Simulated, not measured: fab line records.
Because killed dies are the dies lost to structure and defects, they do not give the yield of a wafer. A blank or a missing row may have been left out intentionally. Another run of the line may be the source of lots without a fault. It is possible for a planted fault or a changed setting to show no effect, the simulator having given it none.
Chamber matching ; flow n5Finfet ; N5_BEOL_M0_ETCH_138 on rieDiel-03: 4 sister chambers
The step etches SiCN in CH3F/O2, target depth 12 nm, time 31.6 s. 4 wafers are shown with their chamber, then 7 later ones without.

## WAFERS WITH THEIR CHAMBER
wafer;chamber;showerheadPlenumPTorr (Torr)
L302.6;0;1.95
L303.6;1;2.11
L304.1;2;2.06
L304.3;3;1.92

## WAFERS MISSING THEIR CHAMBER
wafer;showerheadPlenumPTorr (Torr)
L304.4;1.95
L310.2;2.06
L310.3;2.10
L310.5;2.10
L311.2;2.05
L311.5;2.05
L311.6;1.92

## THE CHAMBER EACH PASSED THROUGH
wafer;from the rows above;in truth
L304.4;0;0
L310.2;2;2
L310.3;1;1
L310.5;1;1
L311.2;2;2
L311.5;2;2
L311.6;3;3
Correctly placed: 7 of 7. Not placeable from these rows: 0. 0 placed wrongly.
How it was worked out, from the rows above alone: a wafer's distance from a chamber is the root of the sum, over the readings, of the square of ((its reading less the chamber's mean) divided by the reading's scatter). The wafer belongs to the nearest chamber; if the next one is less than 2 further off, it can't be placed. For every chamber, the mean is computed from those of its wafers that are shown. The scatter: root of mean squared gap, hidden wafer to nearest shown wafer, with one shown wafer a chamber.
